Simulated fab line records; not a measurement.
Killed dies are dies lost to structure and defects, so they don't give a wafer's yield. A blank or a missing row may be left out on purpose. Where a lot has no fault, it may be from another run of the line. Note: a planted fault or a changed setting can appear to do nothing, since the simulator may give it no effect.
Problem report, 8D (eight disciplines) form, completed by code -- flow nand harc -- the parts of the form that need people (team, actions taken, sign-off) are left out

1. WHAT IS WRONG
Mean of killed at periphery at NHARC_END_SORT_01: 73.7 across 6 wafers in 2 lots; on wafers with no fault it is 4.0 (standard deviation 2.6). Measured from the usual mean, that is +27 standard deviations.
First seen on wafer L176.1, day 28 05:12, on prober-01. Wafers with a number at this step in the record: 27, from 9 lots. By rule, "out" or "out of limits" means more than 4 standard deviations away from the usual mean. Any other wafer with a number is counted as sound.

2. WHAT IT IS, WHAT IT ISN'T
question,is,is not
which readings at this step,killed at periphery,"killed at array, killed open"
which lots,"L176, L178","L168, L169, L170, L171, L182, L184, L185"
which wafers of those lots,all that have a number,-
read on which gauges,prober-01,prober-02
when,from day 28 05:12,"up to then (12 sound wafers); but 9 sound wafers of L182, L184, L185 came after"

3. SUSPECTS, AND WHAT RULES EACH OUT
Counting: a tool at a process step up to the reading stays a suspect if it ran every lot that is out and no sound lot after the first of them.
- the gauge at NHARC_END_SORT_01: kept. All the wafers that are out were read on prober-01, and no step on other tools shows them out.
- pvd sputter-03 at NHARC_P_M2_PVD_21 (deposits Cu, target thk 30 nm, time 20.49 s): ruled out as a lasting fault. Sound lots L185 ran on it after its first lot that is out, L176 (day 9 23:33).
- pvd sputter-01 at NHARC_THIN_TSV_PVD_19 (deposits TaN, target thk 20 nm): ruled out as a lasting fault. Sound lots L184 ran on it after its first lot that is out, L176 (day 27 15:40). With no start given for some of its lots, NHARC_THIN_TSV_PVD_19 uses the hours and lot order of NHARC_THIN_TSV_PRE_CLEAN_54.
Left after counting: prober-01 at NHARC_END_SORT_01.

4. THE CAUSE (what the simulator had put in)
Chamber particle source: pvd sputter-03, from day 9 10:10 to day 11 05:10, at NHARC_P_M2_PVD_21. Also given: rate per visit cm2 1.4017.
The count ruled it out by mistake, since the rule takes a fault to strike every lot its tool runs from the start of the fault on, and this one did not do so.

5. THE EFFECT CHAIN, in route order
Each row: a reading where the mean over the struck wafers with a number is more than 3 standard deviations away from the usual. Readings are gone through only where the record gives a usual standard deviation; hours: the median, over the lots, of the time from a lot's start at the first step in this table giving one to that lot's start at this step; sigmas: the change measured in usual standard deviations.
hours,step,reading,usual,on struck wafers,change,sigmas
0,NHARC_END_SORT_01,defect limited yield,91 %,80,-11,-3.6
0,NHARC_END_SORT_01,killed at periphery,4.0,73.7,+69.7,+27
0,NHARC_END_SORT_01,killed dies,64,136,+72,+3.4

6. WHAT WOULD HAVE CAUGHT IT SOONER
451 hours passed between the start of the fault at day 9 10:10 and the first reading out of limits at a measuring or inspecting step in this record, taken at day 28 05:12.
Tool readings at NHARC_P_M2_PVD_21 with a usual standard deviation given in the record: none out on any struck wafer, hence no alarm at a limit of 4 standard deviations on them.
